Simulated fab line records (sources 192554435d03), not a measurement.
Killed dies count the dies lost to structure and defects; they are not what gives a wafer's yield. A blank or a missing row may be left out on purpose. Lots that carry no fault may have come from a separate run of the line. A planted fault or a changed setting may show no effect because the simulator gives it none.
fab line records	flow n5_finfet
record: lots: 7	wafers: 19	last_day: 15
route steps=1938 shown FIN_SAQP@96
lots that met no fault: from a run of the same line without faults
start_h: hours from the record's opening day to when the first of the lot's shown wafers began	wait_h: how many hours have passed since the lot's step before this one	" as in the row above	L1.1+2: a row that stands for several wafers	- no value present, or no start provided	* or withheld: withheld	< > ~ a bound
route shown NAME@n: a module of which the file shows steps, and the number in the route of the first	usual: the fault-free wafers' mean and standard deviation	same: alike in all rows	chamber/n: place in a boat	sites: readings site by site	_std_site: standard deviation across them	_edge_site: the outer-site mean with the inner-site mean subtracted	radius_mm: for every site, how far away it sits from the centre of the wafer	mask NAME#n: copy n	behind: tool/chamber where the wafer was last shaped	hold: what put the lot on hold/how long, in hours/how the hold closed	device: names the non-switching transistor (n, p or np)	end of line: the route-end tests of the same wafers	a step with no rows: only its recipe	killed: the dies lost at the first sort to structure and to defects; this is not the yield of the wafer	map: per-die view of a wafer (x killed, . not killed, _ where there is no die)
set.NAME: the setting that was run; set.NAME@STEP: the one run at that earlier step	model.NAME: the simulator's own value behind a step, which no gauge read
lots at selected steps of the route; one table per step, one row per wafer
services: when a tool's chamber went out of use (start_h, in hours from the record's first day, below 0 if earlier), for how many hours, and the reason
== steps ==
step: N5_FIN_SAQP_HM_DEP_03
recipe: material: SiNx	target_thk_a: 380	temp_c: 400	precursor: SiH4/NH3/N2	pressure_torr: 1.5	rf_w: 300	time_s: 33.6
usual: heater_power_w: 768/93	showerhead_plenum_p_Torr: 5.12/0.047	throttle_valve_pct: 40.8/0.86
lot.wafer	tool	chamber	start_h	wait_h	heater_power_w	showerhead_plenum_p_Torr	throttle_valve_pct
L296.1	pecvd-02	0	26.81	0.2	915	5.19	40.2
L296.2	"	1	"	"	804	5.08	40.4
L296.3	"	2	"	"	684	5.07	41.0
L303.4	pecvd-02	0	69.55	0.1	895	5.18	40.4
L303.5	"	2	"	"	734	5.07	41.0
L305.1	pecvd-01	2	80.98	0.2	755	5.15	39.3
L305.4	"	2	"	"	742	5.13	39.3
L305.5	"	1	"	"	822	5.15	41.9
L312.1	pecvd-02	1	122.66	0.2	714	5.09	40.6
L312.3	"	0	"	"	913	5.18	40.9
L316.1	pecvd-01	0	147.52	0.2	735	5.18	42.9
L316.3	"	1	"	"	871	5.14	41.8
L316.4	"	0	"	"	721	5.17	42.3
L317.1	pecvd-04	2	152.84	0.2	808	5.07	40.2
L317.2	"	0	"	"	702	5.08	40.9
L317.3	"	1	"	"	889	5.19	39.8
L318.1	pecvd-01	0	162.89	0.2	708	5.17	42.6
L318.3	"	2	"	"	710	5.15	39.5
L318.5	"	2	"	"	719	5.15	39.4
step: N5_FIN_SAQP_THK_MEAS_05
usual: thk_nm: 38.2/0.61
lot.wafer	tool	chamber	start_h	wait_h	thk_nm
L296.1	film_metro-02	-	26.89	0.1	37.7
L296.2	"	-	"	"	38.2
L296.3	"	-	"	"	38.3
L303.4	film_metro-01	-	69.62	0.0	38.3
L303.5	"	-	"	"	39.3
L305.1	film_metro-02	-	81.07	0.1	38.7
L305.4	"	-	"	"	39.0
L305.5	"	-	"	"	38.0
L312.1	film_metro-01	-	122.74	0.1	38.7
L312.3	"	-	"	"	38.0
L316.1	film_metro-02	-	147.63	0.1	38.2
L316.3	"	-	"	"	38.3
L316.4	"	-	"	"	38.4
L317.1	film_metro-01	-	152.92	0.1	38.4
L317.2	"	-	"	"	37.8
L317.3	"	-	"	"	37.4
L318.1	film_metro-02	-	162.98	0.1	38.0
L318.3	"	-	"	"	38.1
L318.5	"	-	"	"	38.5
step: N5_FIN_SAQP_PECVD_47
recipe: material: a-Si	target_thk_a: 450	temp_c: 400	precursor: SiH4/He	pressure_torr: 3	rf_w: 100	time_s: 36.3
usual: heater_power_w: 845/84	showerhead_plenum_p_Torr: 5.66/0.034	throttle_valve_pct: 18.6/0.42
lot.wafer	tool	chamber	start_h	wait_h	heater_power_w	showerhead_plenum_p_Torr	throttle_valve_pct
L296.1	pecvd-04	0	26.93	0.0	680	5.63	18.5
L296.2	"	1	"	"	933	5.69	18.0
L296.3	"	1	"	"	929	5.70	18.3
L303.4	pecvd-01	0	69.67	0.1	794	5.68	19.3
L303.5	"	1	"	"	875	5.67	18.9
L305.1	pecvd-01	0	81.11	0.0	802	5.68	19.1
L305.4	"	0	"	"	778	5.67	19.4
L305.5	"	2	"	"	722	5.68	17.7
L312.1	pecvd-01	0	122.78	0.0	805	5.68	19.5
L312.3	"	1	"	"	935	5.67	18.9
L316.1	pecvd-02	2	147.67	0.0	744	5.63	18.9
L316.3	"	1	"	"	827	5.63	18.4
L316.4	"	2	"	"	743	5.63	18.6
L317.1	pecvd-02	2	152.96	0.0	739	5.62	18.7
L317.2	"	1	"	"	782	5.62	18.4
L317.3	"	0	"	"	905	5.70	18.4
L318.1	pecvd-04	0	163.01	0.0	758	5.63	18.5
L318.3	"	2	"	"	819	5.63	18.3
L318.5	"	2	"	"	844	5.61	18.5
step: N5_FIN_SAQP_PECVD_48
recipe: material: SiNx	target_thk_a: 250	temp_c: 400	precursor: SiH4/NH3/N2	pressure_torr: 1.5	rf_w: 300	time_s: 22.1
usual: heater_power_w: 771/84	showerhead_plenum_p_Torr: 5.13/0.048	throttle_valve_pct: 40.8/0.89
lot.wafer	tool	chamber	start_h	wait_h	heater_power_w	showerhead_plenum_p_Torr	throttle_valve_pct
L296.1	pecvd-04	0	26.99	0.0	698	5.09	40.7
L296.2	"	1	"	"	845	5.18	39.9
L296.3	"	1	"	"	825	5.20	39.7
L303.4	pecvd-01	0	69.71	0.0	685	5.17	42.4
L303.5	"	1	"	"	909	5.13	41.4
L305.1	pecvd-01	0	81.15	0.0	718	5.17	42.3
L305.4	"	0	"	"	716	5.14	42.6
L305.5	"	2	"	"	664	5.15	39.0
L312.1	pecvd-01	0	122.82	0.0	699	5.17	42.5
L312.3	"	1	"	"	898	5.14	41.6
L316.1	pecvd-02	2	147.71	0.0	646	5.06	41.2
L316.3	"	1	"	"	743	5.07	40.7
L316.4	"	2	"	"	633	5.07	41.4
L317.1	pecvd-02	2	153.00	0.0	725	5.07	41.2
L317.2	"	1	"	"	703	5.08	40.4
L317.3	"	0	"	"	787	5.19	41.0
L318.1	pecvd-04	0	163.05	0.0	693	5.09	41.0
L318.3	"	2	"	"	784	5.10	40.6
L318.5	"	2	"	"	803	5.07	40.6
step: N5_FIN_SAQP_PECVD_06
recipe: material: a-Si	target_thk_a: 600	temp_c: 400	precursor: SiH4/He	pressure_torr: 3	rf_w: 100	time_s: 48.1
usual: heater_power_w: 839/88	showerhead_plenum_p_Torr: 5.66/0.035	throttle_valve_pct: 18.6/0.42
lot.wafer	tool	chamber	start_h	wait_h	heater_power_w	showerhead_plenum_p_Torr	throttle_valve_pct
L296.1	pecvd-04	0	27.05	0.0	765	5.64	18.3
L296.2	"	1	"	"	842	5.69	17.9
L296.3	"	1	"	"	871	5.72	17.8
L303.4	pecvd-01	0	69.76	0.0	698	5.68	19.2
L303.5	"	1	"	"	902	5.67	19.3
L305.1	pecvd-01	0	81.19	0.0	809	5.70	19.4
L305.4	"	0	"	"	820	5.68	19.2
L305.5	"	2	"	"	773	5.68	17.7
L312.1	pecvd-01	0	122.86	0.0	764	5.68	18.9
L312.3	"	1	"	"	816	5.67	18.8
L316.1	pecvd-02	2	147.75	0.0	764	5.62	18.7
L316.3	"	1	"	"	761	5.62	18.5
L316.4	"	2	"	"	769	5.62	18.8
L317.1	pecvd-02	2	153.04	0.0	762	5.63	18.6
L317.2	"	1	"	"	828	5.61	18.3
L317.3	"	0	"	"	1022	5.68	18.6
L318.1	pecvd-04	0	163.09	0.0	766	5.62	18.9
L318.3	"	2	"	"	873	5.61	18.4
L318.5	"	2	"	"	877	5.62	18.6
step: N5_FIN_SAQP_THK_MEAS_07
usual: thk_nm: 59.4/0.77
lot.wafer	tool	chamber	start_h	wait_h	thk_nm
L296.1	film_metro-02	-	27.17	0.1	60.5
L296.2	"	-	"	"	59.1
L296.3	"	-	"	"	59.8
L303.4	film_metro-02	-	69.82	0.0	60.1
L303.5	"	-	"	"	59.8
L305.1	film_metro-02	-	81.28	0.1	58.6
L305.4	"	-	"	"	59.9
L305.5	"	-	"	"	59.7
L312.1	film_metro-02	-	122.95	0.1	57.6
L312.3	"	-	"	"	58.4
L316.1	film_metro-01	-	147.84	0.1	59.5
L316.3	"	-	"	"	58.8
L316.4	"	-	"	"	59.9
L317.1	film_metro-02	-	153.13	0.1	59.6
L317.2	"	-	"	"	58.7
L317.3	"	-	"	"	59.3
L318.1	film_metro-01	-	163.18	0.1	60.0
L318.3	"	-	"	"	59.1
L318.5	"	-	"	"	60.5
step: N5_FIN_SAQP_HM_DEP_72
recipe: material: SiO2	target_thk_a: 120	temp_c: 400	precursor: SiH4/N2O	pressure_torr: 0.75	rf_w: 275	time_s: 7.2
usual: heater_power_w: 769/86	showerhead_plenum_p_Torr: 8.13/0.082
lot.wafer	tool	chamber	start_h	wait_h	heater_power_w	showerhead_plenum_p_Torr
L296.1	pecvd-02	2	27.20	0.0	665	8.01
L296.2	"	0	"	"	843	8.26
L296.3	"	1	"	"	709	8.01
L303.4	pecvd-01	1	69.88	0.1	803	8.15
L303.5	"	2	"	"	735	8.16
L305.1	pecvd-04	0	81.32	0.0	694	8.04
L305.4	"	1	"	"	849	8.22
L305.5	"	0	"	"	685	8.04
L312.1	pecvd-04	2	122.99	0.0	752	8.03
L312.3	"	1	"	"	919	8.23
L316.1	pecvd-04	2	147.88	0.0	802	8.01
L316.3	"	1	"	"	854	8.23
L316.4	"	2	"	"	788	8.05
L317.1	pecvd-01	0	153.17	0.0	694	8.19
L317.2	"	2	"	"	646	8.18
L317.3	"	1	"	"	894	8.15
L318.1	pecvd-02	1	163.22	0.0	872	8.01
L318.3	"	2	"	"	686	8.00
L318.5	"	1	"	"	847	8.02
step: N5_FIN_SAQP_COAT_49
recipe: resist: SOC	temp_c: 250	time_s: 60	spin_rpm: 1500	resist_thk_nm: 100
step: N5_FIN_SAQP_COAT_50
recipe: resist: SiARC	temp_c: 220	time_s: 60	spin_rpm: 1500	resist_thk_nm: 35
step: N5_FIN_SAQP_COAT_10
recipe: resist: CAR-ArF	spin_rpm: 1500	resist_thk_nm: 90
step: N5_FIN_SAQP_EBR_12
recipe: solvent: PGMEA	ebr_width_mm: 1.5
step: N5_FIN_SAQP_SOFTBAKE_11
recipe: temp_c: 110	time_s: 60	resist: CAR-ArF
step: N5_FIN_SAQP_EXPOSE_13
recipe: mask_id: FIN_CORE	na: 1.35	source_shape: dipole	sigma_inner: 0.538	sigma_outer: 0.738	polarization: te	target_cd_nm: 35.6	dose_mj: 63.25
same: sigma_outer: 0.738
lot.wafer	tool	chamber	start_h	wait_h	mask	model.FIN_SAQP.overlay_x_nm
L296.1+2+3	arfi_scanner-02	0	27.40	-	FIN_CORE#0	0.1382
L303.4+5	arfi_scanner-03	0	70.07	-	FIN_CORE#0	-0.04171
L305.1+4+5	arfi_scanner-03	0	81.63	-	FIN_CORE#0	0.6352
L312.1+3	arfi_scanner-01	0	123.31	-	FIN_CORE#0	0.2008
L316.1+3+4	arfi_scanner-01	0	148.07	-	FIN_CORE#0	4.857
L317.1+2+3	arfi_scanner-01	0	153.36	-	FIN_CORE#0	5.081
L318.1+3+5	arfi_scanner-01	0	163.41	-	FIN_CORE#0	5.212
step: N5_FIN_SAQP_PEB_14
recipe: peb_temp_c: withheld	peb_time_s: 60	resist: CAR-ArF
step: N5_FIN_SAQP_DEVELOP_15
recipe: develop_time_s: 30	developer: TMAH	resist: CAR-ArF	dev_temp_c: 23	rinse_liquid: diw	dry: air_spin
step: N5_FIN_SAQP_CD_MEAS_16
recipe: target_cd_nm: 35.6	landing_energy_ev: 500	detector: se_inlens
usual: cd_nm: 35.6/0.33
lot.wafer	tool	chamber	start_h	wait_h	cd_nm
L296.1	cd_sem-03	0	27.53	-	36.0
L296.2	"	0	"	"	35.4
L296.3	"	0	"	"	35.7
L303.4	cd_sem-01	0	70.19	-	35.8
L303.5	"	0	"	"	35.5
L305.1	cd_sem-03	0	81.76	-	35.6
L305.4	"	0	"	"	35.2
L305.5	"	0	"	"	35.5
L312.1	cd_sem-02	0	123.44	-	35.8
L312.3	"	0	"	"	35.6
L316.1	cd_sem-02	0	148.20	-	35.2
L316.3	"	0	"	"	34.9
L316.4	"	0	"	"	35.4
L317.1	cd_sem-02	0	153.49	-	35.6
L317.2	"	0	"	"	35.0
L317.3	"	0	"	"	35.1
L318.1	cd_sem-03	0	163.54	-	35.5
L318.3	"	0	"	"	35.8
L318.5	"	0	"	"	36.0
step: N5_FIN_SAQP_OVL_MEAS_17
recipe: points_per_wafer: 44
usual: FIN_CORE_OVL: -0.1/0.98
lot.wafer	tool	chamber	start_h	wait_h	FIN_CORE_OVL[nm]
L296.1	overlay-02	0	27.57	0.0	1.0
L296.2	"	0	"	"	0.7
L296.3	"	0	"	"	-0.8
L303.4	overlay-01	0	70.22	0.0	1.6
L303.5	"	0	"	"	-0.2
L305.1	overlay-02	0	81.80	0.0	0.4
L305.4	"	0	"	"	2.0
L305.5	"	0	"	"	1.1
L312.1	overlay-02	0	123.48	0.0	-0.2
L312.3	"	0	"	"	0.1
L316.1	overlay-01	0	148.24	0.0	3.5
L316.3	"	0	"	"	4.8
L316.4	"	0	"	"	5.4
L317.1	overlay-01	0	153.53	0.0	6.0
L317.2	"	0	"	"	5.2
L317.3	"	0	"	"	5.5
L318.1	overlay-01	0	163.58	0.0	3.6
L318.3	"	0	"	"	5.1
L318.5	"	0	"	"	4.7
step: N5_FIN_SAQP_INSPECT_18
recipe: mode: adi	inspect_instrument: brightfield
usual: raw_defect_count: 426/130
lot.wafer	tool	chamber	start_h	wait_h	raw_defect_count
L296.1	defect_inspect-01	-	27.59	0.0	686
L296.2	"	-	"	"	502
L296.3	"	-	"	"	478
L303.4	defect_inspect-01	-	70.25	0.0	427
L303.5	"	-	"	"	410
L305.1	defect_inspect-01	-	81.83	0.0	366
L305.4	"	-	"	"	464
L305.5	"	-	"	"	387
L312.1	defect_inspect-01	-	123.50	0.0	227
L312.3	"	-	"	"	284
L316.1	defect_inspect-02	-	148.26	0.0	472
L316.3	"	-	"	"	321
L316.4	"	-	"	"	530
L317.1	defect_inspect-02	-	153.55	0.0	508
L317.2	"	-	"	"	469
L317.3	"	-	"	"	472
L318.1	defect_inspect-02	-	163.61	0.0	412
L318.3	"	-	"	"	489
L318.5	"	-	"	"	504
== services ==
tool	chamber	start_h	hours	kind
arfi_scanner-02	-	8.91	0.5	repair
pecvd-01	2	11.84	17.5	repair
arfi_scanner-02	-	17.08	1.0	pm
arfi_scanner-03	-	24.94	1.0	pm
arfi_scanner-01	-	34.48	1.3	pm
arfi_scanner-03	-	35.15	0.3	repair
pecvd-01	2	42.27	5.5	scheduled_down
arfi_scanner-01	-	42.70	0.5	repair
arfi_scanner-03	-	48.48	1.4	repair
pecvd-04	1	49.31	22.6	repair
arfi_scanner-02	-	52.62	1.3	pm
arfi_scanner-02	-	67.92	3.0	pm
pecvd-02	1	79.34	13.8	repair
arfi_scanner-02	-	96.79	30.0	repair
arfi_scanner-03	-	100.35	1.3	pm
arfi_scanner-03	-	111.63	1.0	pm
pecvd-04	-	112.89	4.0	repair
arfi_scanner-01	-	113.37	1.0	pm
pecvd-01	2	126.20	21.6	repair
arfi_scanner-02	-	126.83	3.1	pm
arfi_scanner-03	-	140.70	0.8	pm
arfi_scanner-01	-	141.23	0.8	pm
arfi_scanner-02	-	156.09	0.8	pm
arfi_scanner-01	-	159.98	1.3	pm
== key ==
first_sign: step: N5_FIN_SAQP_OVL_MEAS_17	reading: FIN_CORE_OVL	direction: up	sigmas: 5	usual: -0.1	struck: 4.9
effect none on later readings
model_effect: step: N5_FIN_SAQP_EXPOSE_13	value: FIN_SAQP.overlay_x_nm	without: -0.09513	struck: 5.05
met_at N5_FIN_SAQP_EXPOSE_13
struck_wafers L316.1,L316.3,L316.4,L317.1,L317.2,L317.3,L318.1,L318.3,L318.5
rows_end L316.1,L316.3,L316.4,L317.1,L317.2,L317.3,L318.1,L318.3,L318.5
onset_between 123.31 148.07
also_fits time
fault: kind: scanner_matching_overlay	tool: arfi_scanner-01	chamber: -	onset_h: 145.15	steps: N5_FIN_SAQP_EXPOSE_13	offset: 5.1451
rows_end: these wafers met a further fault down the route, and their rows from its step on are left out
